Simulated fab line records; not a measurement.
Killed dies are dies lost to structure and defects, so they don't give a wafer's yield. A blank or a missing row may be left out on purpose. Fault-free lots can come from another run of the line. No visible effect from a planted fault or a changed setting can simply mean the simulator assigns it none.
The same fault as seen by 2 desks ; flow n5_finfet ; every desk sees just its own numbers, and what lay behind them comes last

AT THE TOOL OWNER'S DESK: rie_diel-01
The tool's own readings at N5_BEOL_M1_ETCH_74 (etches underlayer in N2/H2, target depth 6.5 nm, time 5.2 s): means of the sampled wafers that have a number, for each lot that ran on this tool. Marked OUT: a lot whose mean sits more than 4 standard deviations from the usual mean, which makes it out of limits; the brackets give that distance.
Columns: A = drypump_motor_current_A at N5_BEOL_M1_ETCH_74, usual 5.8 A; B = etch_rf_on_time_s at N5_BEOL_M1_ETCH_74, usual 5.35 s; C = oes_product_au at N5_BEOL_M1_ETCH_74, usual 0.66 a.u.; D = rf_vpp_V at N5_BEOL_M1_ETCH_74, usual 523.5 V; E = showerhead_plenum_p_Torr at N5_BEOL_M1_ETCH_74, usual 2.53 Torr; F = throttle_valve_pct at N5_BEOL_M1_ETCH_74, usual 17.8 %
lot;first seen here;A;B;C;D;E;F
L479;day 7 13:21;5.5;5.27;0.67;523.7;2.55;17.7
L483;day 8 09:46;5.5;5.18;0.62;523.9;2.55;18.0
L487;day 9 11:58;5.5;6.04 (+4.3) OUT;0.57;525.6;2.63;18.1
L490;day 10 09:34;5.5;5.60;0.65;521.4;2.50;17.6
Finding of this desk: L487 out of limits; the first was L487 at day 9 11:58, on etch_rf_on_time_s at N5_BEOL_M1_ETCH_74. Within limits: L479, L483, L490.

FROM THE METROLOGY DESK
What the gauges read, lot by lot, whatever tool the lot ran on: means of the sampled wafers that have a number. Marked OUT: a lot whose mean sits more than 4 standard deviations from the usual mean, which makes it out of limits; the brackets give that distance. Of its 11 readings 7 are shown: those that lie furthest out on some lot.
Columns: A = cd_nm at N5_BEOL_M1_CD_MEAS_18, usual 17.7 nm; B = DIBL_N at N5_BEOL_M4_RC_MEAS_101, usual 35.0 mV/V; C = IOFF_N at N5_BEOL_M4_RC_MEAS_101, usual 0.14 nA/um; D = ION_N at N5_BEOL_M4_RC_MEAS_101, usual 667 uA/um; E = ION_P at N5_BEOL_M4_RC_MEAS_101, usual 460 uA/um; F = SS_N at N5_BEOL_M4_RC_MEAS_101, usual 71.2 mV/dec; G = VT_N at N5_BEOL_M4_RC_MEAS_101, usual 252 mV
lot;first seen here;A;B;C;D;E;F;G
L475;day 6 13:19;17.8;35.6;0.16;668;460;71.6;250
L478;day 7 13:54;17.4;34.7;0.16;679;462;71.2;250
L479;day 7 13:56;17.8;37.7;0.21;680;467;71.9;248
L480;day 7 15:46;17.7;36.3;0.15;664;458;71.3;251
L483;day 8 10:10;18.2;33.0;0.11;656;454;70.5;255
L487;day 9 12:24;17.0;34.0;0.11;667;456;70.2;255
L490;day 10 09:58;18.1;31.5;0.11;653;450;71.0;254
L492;day 10 17:04;17.5;37.0;0.17;662;459;71.7;250
L493;day 11 02:45;18.3;33.0;0.09;632;443;71.0;260
L495;day 11 13:07;18.1;34.7;0.15;678;468;71.7;248
L496;day 12 01:02;17.6;34.2;0.12;668;460;70.8;254
This desk found nothing out of limits on any of the 11 lots.

ALL TOGETHER
The tool owner's desk had the chance to raise an alarm at day 9 11:58 on L487.
The metrology desk saw nothing out of limits.
The metrology desk holds a record of L487, inside its limits.
On rie_diel-01, each named lot ran N5_BEOL_M1_ETCH_74.

WHAT THE SIMULATOR PUT IN
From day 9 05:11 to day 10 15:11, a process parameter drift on rie_diel-01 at N5_BEOL_M1_ETCH_74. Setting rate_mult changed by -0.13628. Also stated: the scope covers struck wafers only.
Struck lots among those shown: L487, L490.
Hours from the fault's start to each desk's first reading out of limits: the tool owner's desk, 7.
